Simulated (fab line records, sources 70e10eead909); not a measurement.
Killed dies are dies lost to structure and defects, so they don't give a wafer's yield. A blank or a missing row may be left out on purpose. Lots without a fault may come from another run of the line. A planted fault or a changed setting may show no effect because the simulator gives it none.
fab line records | flow nand_harc
record lots=7 wafers=21 last_day=33
route steps=1302 shown P_M0@280 P_M1@285 END@1302
lots that met no fault: from a run of the same line without faults
start_h: hours from the record's first day to the start of the lot's first wafer shown | wait_h: hours since the lot's step before | " the same as in the row above | L1.1+2: a row that stands for several wafers | - no value, or no start given | * or withheld: withheld | < > ~ a bound
route shown NAME@n: a module of which the file shows steps, and the number in the route of the first | usual: mean/standard deviation of fault-free wafers | same: alike in all rows | chamber/n: place in a boat | sites: the reading at each site | _std_site: their standard deviation | _edge_site: outer sites' mean less inner sites' | radius_mm: how far each site lies from the wafer's centre | mask NAME#n: copy n | behind: the tool/chamber that last shaped the wafer | hold: why the lot was held/for how many hours/how that ended | device: the transistor (n, p or np) that didn't switch | end of line: the same wafers' tests at the end of the route | a step without rows: its recipe alone | killed: dies lost to structure and defects at the first sort, not the wafer's yield | map: a wafer's dies, x killed, . not, _ none there
set.NAME: the setting as run; set.NAME@STEP: as run at that earlier step | model.NAME: the simulator's own value behind a step, which no gauge read
lots at some steps of the route; a table a step, a row a wafer
services: from which hour (start_h, from the record's first day; less than 0 if before it) a tool's chamber was out of use, for how many hours, and why
## steps
# step NHARC_P_M0_SRD_25
# step NHARC_P_M0_INSPECT_27
# usual raw_defect_count=284/120
# columns lot.wafer tool chamber start_h wait_h raw_defect_count
L146.1 defect_inspect-02 - 170.83 0.0 267
L146.2 " - " " 322
L146.3 " - " " 261
L151.2 defect_inspect-01 - 209.38 0.0 849
L151.3 " - " " 312
L151.4 " - " " 335
L154.4 defect_inspect-01 - 243.94 0.0 253
L154.5 " - " " 172
L154.6 " - " " 285
L156.2 defect_inspect-01 - 270.00 0.0 356
L156.5 " - " " 254
L156.6 " - " " 496
L158.2 defect_inspect-01 - 293.18 0.0 228
L158.4 " - " " 207
L158.6 " - " " 283
L162.2 defect_inspect-01 - 332.61 0.0 215
L162.3 " - " " 472
L162.5 " - " " 378
L165.3 defect_inspect-01 - 356.11 0.0 252
L165.5 " - " " 263
L165.6 " - " " 212
# step NHARC_P_M0_PRE_CLEAN_31
# recipe time_s=12 temp_c=370 rf_power_w=300 gas=NH3
# usual heater_power_w=621/86
# columns lot.wafer tool chamber start_h wait_h heater_power_w since_wet_clean_h
L146.1 pecvd-02 1 170.90 0.1 601 112
L146.3 " 2 " " 647 112
L146.2 " 0 " " 908 112
L151.3 pecvd-03 2 209.45 0.1 605 11
L151.2 " 0 " " 683 11
L151.4 " 2 " " 599 -
L154.5 pecvd-01 1 244.04 0.1 640 -
L154.6 " 2 " " 550 -
L154.4 " 0 " " 571 -
L156.2 pecvd-03 0 270.08 0.1 576 72
L156.5 " 0 " " 573 -
L156.6 " 1 " " 619 -
L158.2 pecvd-02 0 293.25 0.1 934 53
L158.6 " 1 " " 653 -
L158.4 " 2 " " 681 -
L162.2 pecvd-03 0 332.86 0.3 581 135
L162.3 " 1 " " 574 135
L162.5 " 2 " " 653 -
L165.3 pecvd-03 0 356.22 0.1 617 -
L165.6 " 0 " " 618 -
L165.5 " 2 " " 564 -
# step NHARC_P_M0_DEP_32
# recipe target_thk_a=300 temp_c=370 target_thk_nm=30 pressure_torr=3 flow_sccm=200 rf_w=450 material=SiCN
# usual heater_power_w=581/87
# columns lot.wafer tool chamber start_h wait_h heater_power_w since_wet_clean_h
L146.1 pecvd-02 1 170.98 0.1 529 112
L146.3 " 2 " " 642 112
L146.2 " 0 " " 908 112
L151.3 pecvd-03 2 209.53 0.1 592 12
L151.2 " 0 " " 615 12
L151.4 " 2 " " 591 -
L154.5 pecvd-01 1 244.21 0.2 579 -
L154.6 " 2 " " 466 -
L154.4 " 0 " " 524 -
L156.2 pecvd-03 0 270.19 0.1 577 72
L156.5 " 0 " " 586 -
L156.6 " 1 " " 540 -
L158.2 pecvd-02 0 293.33 0.1 768 53
L158.6 " 1 " " 620 -
L158.4 " 2 " " 648 -
L162.2 pecvd-03 0 332.97 0.1 578 135
L162.3 " 1 " " 538 135
L162.5 " 2 " " 544 -
L165.3 pecvd-03 0 356.43 0.2 572 -
L165.6 " 0 " " 567 -
L165.5 " 2 " " 553 -
# step NHARC_P_M1_DEP_00
# recipe target_thk_a=1825 target_thk_nm=182.5 temp_c=withheld pressure_torr=5 flow_sccm=200 rf_w=600 material=SiOC
# step NHARC_P_M1_DEHYDRATE_01
# recipe temp_c=150 time_s=120
# step NHARC_P_M1_HMDS_02
# recipe time_s=30
# step NHARC_P_M1_COAT_34
# recipe temp_c=200 time_s=65
# step NHARC_P_M1_COAT_03
# recipe spin_rpm=1500 resist_thk_nm=90
# step NHARC_P_M1_SOFTBAKE_04
# recipe temp_c=105 time_s=55
# step NHARC_P_M1_EBR_05
# step NHARC_P_M1_EXPOSE_06
# recipe na=1.35 target_cd_nm=130 dose_mj=81.88 mask_id=P_M1
# usual exposure_dose_mJ_cm2=81.87/0.081
# columns lot.wafer tool chamber start_h wait_h mask exposure_dose_mJ_cm2
L146.1 arfi_scanner-03 0 172.08 - P_M1#0 81.98
L146.2 " 0 " " P_M1#0 81.94
L146.3 " 0 " " P_M1#0 82.01
L151.2 arfi_scanner-01 0 210.64 - P_M1#0 81.82
L151.3 " 0 " " P_M1#0 81.79
L151.4 " 0 " " P_M1#0 81.72
L154.4 arfi_scanner-03 0 245.08 - P_M1#0 85.76
L154.5 " 0 " " P_M1#0 85.70
L154.6 " 0 " " P_M1#0 85.62
L156.2 arfi_scanner-03 0 271.23 - P_M1#0 85.10
L156.5 " 0 " " P_M1#0 84.92
L156.6 " 0 " " P_M1#0 85.09
L158.2 arfi_scanner-03 0 294.31 - P_M1#0 84.26
L158.4 " 0 " " P_M1#0 84.28
L158.6 " 0 " " P_M1#0 84.37
L162.2 arfi_scanner-01 0 333.91 - P_M1#0 81.84
L162.3 " 0 " " P_M1#0 81.83
L162.5 " 0 " " P_M1#0 81.84
L165.3 arfi_scanner-01 0 357.54 - P_M1#0 81.94
L165.5 " 0 " " P_M1#0 81.90
L165.6 " 0 " " P_M1#0 81.91
# step NHARC_P_M1_PEB_07
# recipe peb_temp_c=100 peb_time_s=65
# step NHARC_P_M1_DEVELOP_08
# recipe develop_time_s=35 dev_temp_c=23
# step NHARC_P_M1_CD_MEAS_09
# recipe target_cd_nm=130 landing_energy_ev=500
# usual cd_nm=130.0/0.44
# columns lot.wafer tool chamber start_h wait_h cd_nm
L146.1 cd_sem-03 0 172.22 - 130.4
L146.2 " 0 " " 129.9
L146.3 " 0 " " 130.3
L151.2 cd_sem-01 0 210.78 - 130.1
L151.3 " 0 " " 129.7
L151.4 " 0 " " 130.5
L154.4 cd_sem-03 0 245.21 - 132.8
L154.5 " 0 " " 133.2
L154.6 " 0 " " 132.5
L156.2 cd_sem-03 0 271.37 - 131.8
L156.5 " 0 " " 132.6
L156.6 " 0 " " 132.2
L158.2 cd_sem-03 0 294.45 - 131.3
L158.4 " 0 " " 131.4
L158.6 " 0 " " 131.5
L162.2 cd_sem-01 0 334.04 - 129.7
L162.3 " 0 " " 130.9
L162.5 " 0 " " 130.7
L165.3 cd_sem-03 0 357.69 - 129.6
L165.5 " 0 " " 130.0
L165.6 " 0 " " 130.4
# step NHARC_P_M1_OVL_MEAS_10
# recipe pitch_nm=260
# usual overlay_x_nm=0.0/0.93 overlay_y_nm=0.1/0.8
# columns lot.wafer tool chamber start_h wait_h overlay_x_nm overlay_y_nm
L146.1 overlay-01 - 172.31 - -0.2 0.9
L146.2 " - " " -0.3 1.4
L146.3 " - " " -0.4 0.5
L151.2 overlay-02 - 210.87 - -0.8 -0.1
L151.3 " - " " -0.4 -0.1
L151.4 " - " " -0.4 -0.6
L154.4 overlay-02 - 245.30 - 0.5 -0.9
L154.5 " - " " 0.8 -0.9
L154.6 " - " " 0.1 -1.4
L156.2 overlay-01 - 271.46 - -0.6 -1.1
L156.5 " - " " -0.2 -0.2
L156.6 " - " " -0.1 -0.7
L158.2 overlay-02 - 294.53 - 0.1 0.6
L158.4 " - " " 0.0 0.8
L158.6 " - " " -0.1 0.5
L162.2 overlay-01 - 334.13 - 1.9 0.7
L162.3 " - " " 1.6 1.0
L162.5 " - " " 1.5 0.9
L165.3 overlay-01 - 357.77 - -0.2 -1.1
L165.5 " - " " -0.6 -1.6
L165.6 " - " " -0.8 -1.0
# step NHARC_P_M1_INSPECT_11
# usual raw_defect_count=4.9/2.9
# columns lot.wafer tool chamber start_h wait_h raw_defect_count
L146.1 defect_inspect-01 - 172.35 0.0 6
L146.2 " - " " 7
L146.3 " - " " 6
L151.2 defect_inspect-01 - 210.90 0.0 10
L151.3 " - " " 14
L151.4 " - " " 3
L154.4 defect_inspect-01 - 245.33 0.0 1
L154.5 " - " " 4
L154.6 " - " " 3
L156.2 defect_inspect-02 - 271.50 0.0 4
L156.5 " - " " 2
L156.6 " - " " 4
L158.2 defect_inspect-02 - 294.57 0.0 1
L158.4 " - " " 3
L158.6 " - " " 5
L162.2 defect_inspect-01 - 334.17 0.0 5
L162.3 " - " " 5
L162.5 " - " " 11
L165.3 defect_inspect-02 - 357.81 0.0 10
L165.5 " - " " 8
L165.6 " - " " 12
# step NHARC_P_M1_DESCUM_14
# recipe time_s=3 o2_flow_sccm=200 ar_flow_sccm=0 bias_power_w=0 chemistry=O2
# usual drypump_motor_current_A=5.7/0.59 oes_product_au=1.000/0.0083 rf_vpp_V=57.6/0.83 showerhead_plenum_p_Torr=1.88/0.061 throttle_valve_pct=11.311/0.009
# columns lot.wafer tool chamber start_h wait_h drypump_motor_current_A oes_product_au rf_hours_counter_h rf_vpp_V showerhead_plenum_p_Torr throttle_valve_pct model.P_M1.cd_nm
L146.2 rie_diel-12 2 172.41 0.1 5.7 0.996 5 57.5 1.87 11.291 129.9
L146.1 " 3 " " 6.1 1.000 5 57.7 1.86 11.306 130.3
L146.3 " 1 " " 5.1 1.008 5 57.8 1.90 11.303 130.1
L151.2 rie_diel-05 1 210.96 0.1 6.1 0.998 47 56.3 1.82 11.302 130.2
L151.4 " 2 " " 4.9 0.992 47 58.6 2.04 11.316 130.6
L151.3 " 0 " " 5.2 1.006 41 58.5 1.97 11.319 129.7
L154.4 rie_diel-13 3 245.39 0.1 4.9 1.014 4 56.5 1.81 11.305 131.9
L154.6 " 3 " " 5.0 1.012 - 58.0 1.81 11.305 131.8
L154.5 " 0 " " 6.5 1.016 - 57.3 1.83 11.320 132.6
L156.2 rie_diel-05 1 271.64 0.1 6.1 1.011 11 57.5 1.82 11.323 132.1
L156.5 " 3 " " 5.3 1.014 - 56.9 1.86 11.304 132.3
L156.6 " 0 " " 5.3 0.997 - 58.9 1.96 11.303 132.5
L158.4 rie_diel-13 3 294.63 0.1 5.0 0.993 8 57.8 1.81 11.299 131.3
L158.2 " 1 " " 5.2 0.995 7 58.6 1.93 11.320 131.6
L158.6 " 3 " " 5.0 1.005 - 55.9 1.81 11.322 130.9
L162.2 rie_diel-13 1 334.24 0.1 5.2 0.998 9 57.7 1.92 11.324 129.9
L162.3 " 3 " " 4.9 1.005 9 56.5 1.81 11.324 130.5
L162.5 " 0 " " 6.5 0.987 - 56.4 1.83 11.296 130.5
L165.3 rie_diel-12 2 357.89 0.1 5.7 1.003 8 58.1 1.87 11.313 129.3
L165.6 " 0 " " 6.5 1.000 - 58.7 1.98 11.302 130.1
L165.5 " 1 " " 5.1 0.989 - 57.6 1.89 11.322 130
# step NHARC_P_M1_ETCH_35
# recipe target_depth_a=400 overetch_a=120 time_s=43.94 ion_energy_ev=200 n2_flow_sccm=150 h2_flow_sccm=150 ar_flow_sccm=0 rf_w=400 bias_w=150 chemistry=N2/H2
# usual drypump_motor_current_A=5.6/0.58 oes_product_au=1.001/0.0078 rf_vpp_V=429.5/2.1 showerhead_plenum_p_Torr=2.00/0.066 throttle_valve_pct=14.171/0.0098
# columns lot.wafer tool chamber start_h wait_h drypump_motor_current_A oes_product_au rf_hours_counter_h rf_vpp_V showerhead_plenum_p_Torr throttle_valve_pct
L146.1 rie_diel-12 1 172.50 0.1 5.1 1.007 5 429.7 2.02 14.160
L146.2 " 2 " " 5.7 0.986 5 429.5 1.99 14.157
L146.3 " 3 " " 6.1 0.984 5 429.4 1.98 14.175
L151.4 rie_diel-05 2 211.06 0.1 4.9 0.993 47 434.6 2.18 14.163
L151.2 " 3 " " 5.3 1.003 46 429.6 1.99 14.154
L151.3 " 0 " " 5.3 1.008 41 432.4 2.10 14.167
L154.4 rie_diel-13 3 245.48 0.1 4.9 1.004 4 427.1 1.92 14.171
L154.6 " 2 " " 5.7 1.012 - 428.0 1.98 14.160
L154.5 " 3 " " 5.0 1.007 - 426.4 1.92 14.183
L156.2 rie_diel-05 1 271.80 0.2 6.0 1.006 11 427.3 1.93 14.161
L156.5 " 2 " " 4.8 1.000 - 433.1 2.18 14.186
L156.6 " 3 " " 5.3 1.011 - 427.3 1.98 14.166
L158.2 rie_diel-13 0 294.72 0.1 6.5 0.996 8 427.6 1.95 14.165
L158.4 " 1 " " 5.2 1.002 7 431.0 2.05 14.161
L158.6 " 3 " " 4.9 1.011 - 427.0 1.92 14.169
L162.2 rie_diel-13 3 334.31 0.1 5.0 1.011 9 428.1 1.92 14.171
L162.3 " 2 " " 5.7 0.998 8 429.2 1.98 14.165
L162.5 " 0 " " 6.5 0.989 - 427.3 1.95 14.180
L165.3 rie_diel-12 1 357.96 0.1 5.1 0.999 8 430.6 2.01 14.170
L165.5 " 0 " " 6.5 1.002 - 433.5 2.12 14.182
L165.6 " 1 " " 5.1 0.999 - 430.2 2.01 14.162
# step NHARC_P_M1_ETCH_15
# recipe target_depth_a=1825 time_s=91.2 c4f8_flow_sccm=withheld ar_flow_sccm=400 rf_w=600 bias_w=300 chemistry=C4F8/Ar
# usual oes_product_au=0.951/0.022 rf_vpp_V=439.8/2.2
# columns lot.wafer tool chamber start_h wait_h oes_product_au rf_hours_counter_h rf_vpp_V
L146.1 rie_diel-12 3 - - 0.960 5 440.1
L146.3 " 0 " " 0.966 5 443.8
L146.2 " 2 " " 0.963 5 438.5
L151.3 rie_diel-05 0 - - 0.933 41 442.3
L151.4 " 1 " " 0.918 47 439.0
L151.2 " 2 " " 0.914 47 445.5
L154.4 rie_diel-13 3 - - 0.965 4 438.9
L154.6 " 2 " " 0.967 - 439.8
L154.5 " 3 " " 0.971 - 438.1
L156.2 rie_diel-05 0 - - 0.951 10 442.7
L156.6 " 1 " " 0.940 - 437.6
L156.5 " 2 " " 0.943 - 444.5
L158.2 rie_diel-13 3 - - 0.936 8 437.3
L158.4 " 0 " " 0.937 8 438.1
L158.6 " 2 " " 0.939 - 438.7
L162.3 rie_diel-13 3 - - 0.935 9 437.5
L162.2 " 1 " " 0.933 9 441.8
L162.5 " 3 " " 0.924 - 438.7
L165.3 rie_diel-12 1 - - 0.947 8 438.4
L165.5 " 1 " " 0.954 - 441.0
L165.6 " 2 " " 0.978 - 438.4
# step NHARC_P_M1_CD_MEAS_16
# usual cd_nm=129.9/0.61
# columns lot.wafer tool chamber start_h wait_h cd_nm
L146.1 cd_sem-03 - 172.71 - 130.5
L146.2 " - " " 129.7
L146.3 " - " " 130.2
L151.2 cd_sem-01 - 211.27 - 130.1
L151.3 " - " " 129.6
L151.4 " - " " 130.8
L154.4 cd_sem-02 - 245.70 - 132.6
L154.5 " - " " 133.3
L154.6 " - " " 132.0
L156.2 cd_sem-02 - 272.08 - 132.6
L156.5 " - " " 132.5
L156.6 " - " " 133.2
L158.2 cd_sem-01 - 294.94 - 131.6
L158.4 " - " " 131.1
L158.6 " - " " 131.2
L162.2 cd_sem-01 - 334.54 - 129.8
L162.3 " - " " 130.7
L162.5 " - " " 130.7
L165.3 cd_sem-02 - 358.18 - 129.1
L165.5 " - " " 130.1
L165.6 " - " " 130.0
# step NHARC_P_M1_STRIP_18
# recipe power_w=1000 n2_flow_sccm=150 h2_flow_sccm=150 ar_flow_sccm=0 bias_w=0 chemistry=N2/H2
# usual drypump_motor_current_A=5.6/0.55 oes_product_au=1.000/0.0084 rf_vpp_V=90.3/1 showerhead_plenum_p_Torr=2.01/0.068 throttle_valve_pct=14.171/0.0083
# columns lot.wafer tool chamber start_h wait_h drypump_motor_current_A oes_product_au rf_hours_counter_h rf_vpp_V showerhead_plenum_p_Torr throttle_valve_pct
L146.3 rie_diel-12 2 172.81 0.1 5.7 1.005 5 91.3 1.99 14.175
L146.1 " 3 " " 6.1 0.994 5 89.2 1.98 14.176
L146.2 " 0 " " 6.5 1.000 6 91.2 2.12 14.172
L151.2 rie_diel-05 0 211.37 0.1 5.3 1.001 41 91.0 2.10 14.172
L151.3 " 1 " " 6.0 1.000 47 90.3 1.94 14.174
L151.4 " 2 " " 4.8 0.994 47 90.2 2.18 14.187
L154.4 rie_diel-13 0 245.77 0.1 6.5 0.998 4 88.8 1.95 14.149
L154.6 " 0 " " 6.5 1.005 - 90.7 1.95 14.191
L154.5 " 1 " " 5.2 0.999 - 90.4 2.05 14.164
L156.2 rie_diel-13 2 272.15 0.1 5.7 1.006 5 89.9 1.98 14.184
L156.6 " 2 " " 5.7 1.019 - 91.1 1.98 14.169
L156.5 " 3 " " 4.9 1.013 - 89.8 1.92 14.181
L158.2 rie_diel-12 1 295.01 0.1 5.2 0.997 2 87.6 2.02 14.167
L158.4 " 0 " " 6.5 0.990 2 90.7 2.12 14.174
L158.6 " 2 " " 5.7 1.000 - 89.8 1.99 14.161
L162.3 rie_diel-05 2 334.63 0.1 4.9 1.002 33 92.9 2.17 14.174
L162.2 " 3 " " 5.3 1.011 33 91.4 1.97 14.169
L162.5 " 2 " " 4.9 0.999 - 91.3 2.17 14.174
L165.3 rie_diel-05 0 358.25 0.1 5.2 0.995 39 90.7 2.09 14.180
L165.5 " 0 " " 5.3 0.992 - 89.8 2.09 14.165
L165.6 " 1 " " 6.1 0.999 - 90.4 1.92 14.172
# step NHARC_P_M1_ETCH_28
# recipe target_depth_a=300 over_etch_frac=0.3 time_s=72.99 ion_energy_ev=150 cf4_flow_sccm=50 n2_flow_sccm=100 ar_flow_sccm=150 rf_w=300 bias_w=100 chemistry=CF4/N2
# usual drypump_motor_current_A=5.6/0.54 oes_product_au=0.999/0.0076 rf_vpp_V=313.5/1.5 showerhead_plenum_p_Torr=2.59/0.078 throttle_valve_pct=19.794/0.008
# columns lot.wafer tool chamber start_h wait_h drypump_motor_current_A oes_product_au rf_hours_counter_h rf_vpp_V showerhead_plenum_p_Torr throttle_valve_pct model.P_M1.cd_nm
L146.1 rie_diel-12 2 - - 5.7 1.005 6 313.5 2.57 19.789 129.8
L146.3 " 3 " " 6.1 0.990 5 313.8 2.55 19.788 130.1
L146.2 " 1 " " 5.1 1.011 6 313.2 2.60 19.787 130
L151.3 rie_diel-05 3 - - 5.3 1.009 46 313.8 2.56 19.804 129.6
L151.2 " 1 " " 6.1 0.999 47 311.6 2.50 19.801 130.5
L151.4 " 2 " " 4.9 1.004 47 317.0 2.79 19.794 130.3
L154.4 rie_diel-13 3 - - 5.0 1.004 4 311.5 2.49 19.805 132.3
L154.5 " 3 " " 4.9 1.000 - 311.0 2.49 19.787 133.2
L154.6 " 0 " " 6.5 0.996 - 310.7 2.52 19.796 131.7
L156.2 rie_diel-13 0 - - 6.5 0.994 6 311.9 2.52 19.791 133.1
L156.5 " 1 " " 5.2 1.002 - 314.9 2.64 19.789 132.5
L156.6 " 2 " " 5.6 1.007 - 313.6 2.56 19.794 133.4
L158.2 rie_diel-12 3 - - 6.1 1.000 2 313.8 2.55 19.798 131.4
L158.4 " 1 " " 5.1 0.986 2 313.9 2.60 19.791 131.7
L158.6 " 0 " " 6.5 0.979 - 315.3 2.72 19.790 131.8
L162.3 rie_diel-05 2 - - 4.8 0.993 33 316.4 2.78 19.789 129.8
L162.2 " 3 " " 5.3 0.998 33 312.3 2.55 19.791 130
L162.5 " 3 " " 5.3 1.006 - 312.5 2.55 19.787 130
L165.3 rie_diel-05 0 - - 5.3 0.997 39 314.9 2.68 19.786 129.3
L165.5 " 3 " " 5.4 1.003 - 313.3 2.55 19.790 130.3
L165.6 " 0 " " 5.3 1.000 - 314.4 2.68 19.796 129.6
# step NHARC_P_M1_STRIP_19
# recipe time_s=600 temp_c=30 chemistry=post_etch_residue_remover
# step NHARC_END_SORT_01
# recipe temp_c=25
# usual defect_limited_yield=92.5/2.3 killed_at_array=46/15 killed_at_other=0.8/1.1 killed_at_periphery=4.0/2.9 killed_dies=50/15 killed_open=3.2/1.8 killed_short=2.3/1.6 sort_bin_2_pct=2.7/1 sort_bin_3_pct=0.5/0.32 sort_bin_4_pct=4.2/1.3 sort_n_pass=627/15 sort_rim_yield_pct=87/4.7 sort_yield_pct=92.5/2.3
# same gross_dies=677 sort_bin_5_pct[%]=0 sort_bin_6_pct[%]=0 sort_bin_7_pct[%]=0 sort_bin_8_pct[%]=0 sort_rim_n_gross=106.00
# columns lot.wafer tool chamber start_h wait_h defect_limited_yield[%] killed_at_array killed_at_other killed_at_periphery killed_dies killed_open killed_short sort_bin_2_pct[%] sort_bin_3_pct[%] sort_bin_4_pct[%] sort_n_pass sort_rim_yield_pct[%] sort_yield_pct[%]
L146.1 prober-01 0 593.07 2.5 93.5 41 2 1 44 4 2 2.8 0.7 3.0 633 88 93.5
L146.2 prober-01 0 593.89 2.8 94.5 31 1 5 37 1 3 1.5 0.4 3.5 640 91 94.5
L146.3 prober-01 0 594.70 3.1 93.9 33 3 5 41 1 2 2.1 0.3 3.7 636 90 93.9
L151.2 prober-02 0 650.95 2.8 92.2 46 0 7 53 3 0 3.5 0.7 3.5 624 89 92.2
L151.3 prober-02 0 651.74 3.1 89.2 60 1 12 73 5 0 4.6 0.3 5.9 604 81 89.2
L151.4 prober-02 0 652.52 3.4 89.1 67 3 4 74 2 5 5.0 1.0 4.9 603 83 89.1
L156.2 prober-01 0 714.17 2.8 87.7 82 0 1 83 3 3 5.5 1.2 5.6 594 82 87.7
L156.5 prober-01 0 716.60 3.7 87.9 79 2 1 82 2 0 4.6 1.0 6.5 595 79 87.9
L156.6 prober-01 0 717.41 4.1 86.7 88 0 2 90 2 1 4.4 0.9 8.0 587 73 86.7
L158.2 prober-01 0 742.00 2.8 91.6 57 0 0 57 3 5 2.8 0.9 4.7 620 84 91.6
L158.4 prober-01 0 743.61 3.4 91.6 54 0 3 57 5 3 2.8 0.4 5.2 620 84 91.6
L158.6 prober-01 0 745.22 4.0 90.7 57 1 5 63 6 3 3.5 0.7 5.0 614 85 90.7
# killed by level:class
L146.1 A_CHANNEL_HOLE_D2:chamber_film_flake=24 A_CHANNEL_HOLE_D1:chamber_film_flake=4 A_STAIRCASE:chamber_film_flake=3 A_CHANNEL_FILL_D2:chamber_film_flake=2 THIN_TSV:chamber_film_flake=2 P_GATE:geometric_particle:open=1 A_ONON_D1:geometric_particle:open=1 A_CHANNEL_FILL_D1:geometric_particle:short=1
L146.2 A_CHANNEL_HOLE_D2:chamber_film_flake=17 P_GATE:chamber_film_flake=3 A_STAIRCASE:chamber_film_flake=3 A_CHANNEL_FILL_D2:geometric_particle:short=2 A_CHANNEL_FILL_D2:chamber_film_flake=2 A_ONON_D1:geometric_particle:short=1 A_CHANNEL_HOLE_D1:geometric_particle:open=1 P_ZERO_WELL:chamber_film_flake=1
L146.3 A_CHANNEL_HOLE_D2:chamber_film_flake=17 A_STAIRCASE:chamber_film_flake=4 P_ZERO_WELL:chamber_film_flake=3 A_CHANNEL_HOLE_D1:chamber_film_flake=3 A_CHANNEL_FILL_D2:chamber_film_flake=2 THIN_TSV:chamber_film_flake=2 A_CHANNEL_FILL_D2:geometric_particle:short=1 A_M0:geometric_particle:open=1
L151.2 A_CHANNEL_HOLE_D1:chamber_film_flake=17 A_SLIT:chamber_film_flake=16 A_CHANNEL_HOLE_D2:chamber_film_flake=6 P_CONTACT:chamber_film_flake=5 A_CONTACT:chamber_film_flake=4 P_CONTACT:geometric_particle:open=1 A_CHANNEL_HOLE_D1:geometric_particle:open=1 A_CHANNEL_FILL_D1:geometric_particle:open=1
L151.3 A_CHANNEL_HOLE_D1:chamber_film_flake=22 A_SLIT:chamber_film_flake=17 P_CONTACT:chamber_film_flake=10 A_CHANNEL_HOLE_D2:chamber_film_flake=7 A_CONTACT:chamber_film_flake=3 A_DECK1_JOINT:chamber_film_flake=2 A_WL_FILL:chamber_film_flake=2 P_M1:geometric_particle:open=1
L151.4 A_SLIT:chamber_film_flake=31 A_CHANNEL_HOLE_D1:chamber_film_flake=21 A_CONTACT:chamber_film_flake=5 A_CHANNEL_HOLE_D2:chamber_film_flake=3 THIN_TSV:chamber_film_flake=3 P_CONTACT:chamber_film_flake=2 P_CONTACT:geometric_particle:open=1 P_CONTACT:geometric_particle:short=1
L156.2 A_CHANNEL_HOLE_D1:chamber_film_flake=27 A_SLIT:chamber_film_flake=23 A_CHANNEL_HOLE_D2:chamber_film_flake=16 A_CONTACT:chamber_film_flake=5 A_CHANNEL_FILL_D1:geometric_particle:open=3 A_WL_FILL:geometric_particle:short=2 A_ONON_D2:geometric_particle:short=1 P_GATE:chamber_film_flake=1
L156.5 A_SLIT:chamber_film_flake=26 A_CHANNEL_HOLE_D1:chamber_film_flake=26 A_CHANNEL_HOLE_D2:chamber_film_flake=20 A_STAIRCASE:chamber_film_flake=2 A_WL_FILL:chamber_film_flake=2 THIN_TSV:chamber_film_flake=2 P_M1:geometric_particle:open=1 A_ONON_D1:geometric_particle:open=1
L156.6 A_CHANNEL_HOLE_D1:chamber_film_flake=29 A_CHANNEL_HOLE_D2:chamber_film_flake=23 A_SLIT:chamber_film_flake=21 A_CONTACT:chamber_film_flake=6 A_STAIRCASE:chamber_film_flake=3 A_DECK1_JOINT:chamber_film_flake=2 A_WL_FILL:chamber_film_flake=2 P_CONTACT:geometric_particle:open=1
L158.2 A_CHANNEL_HOLE_D2:chamber_film_flake=19 A_CHANNEL_HOLE_D1:chamber_film_flake=15 A_SLIT:chamber_film_flake=5 A_CHANNEL_FILL_D2:chamber_film_flake=4 A_CONTACT:chamber_film_flake=4 A_CHANNEL_FILL_D1:geometric_particle:open=2 A_CHANNEL_FILL_D1:geometric_particle:short=1 A_ONON_D2:geometric_particle:short=1
L158.4 A_CHANNEL_HOLE_D1:chamber_film_flake=17 A_CHANNEL_HOLE_D2:chamber_film_flake=16 A_CONTACT:chamber_film_flake=7 A_SLIT:chamber_film_flake=5 P_M0:chamber_film_flake=2 P_M0:geometric_particle:open=1 A_ONON_D1:geometric_particle:open=1 A_DECK1_JOINT:geometric_particle:short=1
L158.6 A_CHANNEL_HOLE_D2:chamber_film_flake=22 A_CHANNEL_HOLE_D1:chamber_film_flake=16 A_CHANNEL_FILL_D2:chamber_film_flake=4 A_STAIRCASE:chamber_film_flake=4 A_CONTACT:chamber_film_flake=4 P_CONTACT:geometric_particle:open=3 A_SLIT:chamber_film_flake=3 P_GATE:geometric_particle:open=2
## services
# columns tool chamber start_h hours kind
rie_diel-12 3 161.16 6.3 repair
arfi_scanner-01 - 163.69 0.5 repair
rie_diel-13 - 165.00 9.0 pm
arfi_scanner-03 - 182.54 2.7 repair
pecvd-03 - 185.00 13.0 pm
arfi_scanner-03 - 196.00 4.0 pm
rie_diel-12 0 221.18 11.2 repair
rie_diel-13 2 222.04 20.7 repair
pecvd-02 - 227.00 13.0 pm
rie_diel-05 - 229.62 9.0 pm
rie_diel-12 3 240.37 8.1 repair
rie_diel-05 3 247.37 4.5 repair
rie_diel-13 3 247.59 6.3 repair
arfi_scanner-01 - 261.58 4.0 pm
pecvd-02 - 261.93 0.3 repair
rie_diel-12 - 268.40 9.0 pm
pecvd-03 0 295.15 8.5 repair
rie_diel-13 1 306.66 2.6 repair
arfi_scanner-03 - 306.82 2.5 repair
arfi_scanner-03 - 310.71 0.6 repair
rie_diel-12 3 337.64 1.8 repair
rie_diel-13 - 342.00 9.0 pm
pecvd-03 1 342.83 18.6 repair
arfi_scanner-01 - 350.94 2.6 repair
## key
first_sign step=NHARC_P_M1_EXPOSE_06 reading=exposure_dose_mJ_cm2 direction=up sigmas=39 usual=81.87 struck=85.01
effect step=NHARC_P_M1_CD_MEAS_09 reading=cd_nm direction=up sigmas=4.8 usual=130.0 struck=132.2 through=control_loop
effect step=NHARC_P_M1_CD_MEAS_16 reading=cd_nm direction=up sigmas=3.8 usual=129.9 struck=132.2 through=control_loop
model_effect step=NHARC_P_M1_DESCUM_14 value=P_M1.cd_nm without=129.7 struck=131.9
model_effect step=NHARC_P_M1_ETCH_28 value=P_M1.cd_nm without=130 struck=132.3
met_at NHARC_P_M1_EXPOSE_06
struck_wafers L154.4,L154.5,L154.6,L156.2,L156.5,L156.6,L158.2,L158.4,L158.6
loop_trim step=NHARC_P_M1_EXPOSE_06 setting=dose lots=L156,L158
onset_between 172.08 245.08
fault kind=process_parameter_drift tool=arfi_scanner-03 chamber=- onset_h=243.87 steps=NHARC_P_M1_EXPOSE_06 channel=dose_mj offset=3.8135 shape=step acts_in=these_recipes_only stated=81.88
# loop_trim: a control loop set the setting to another value than it would have without faults
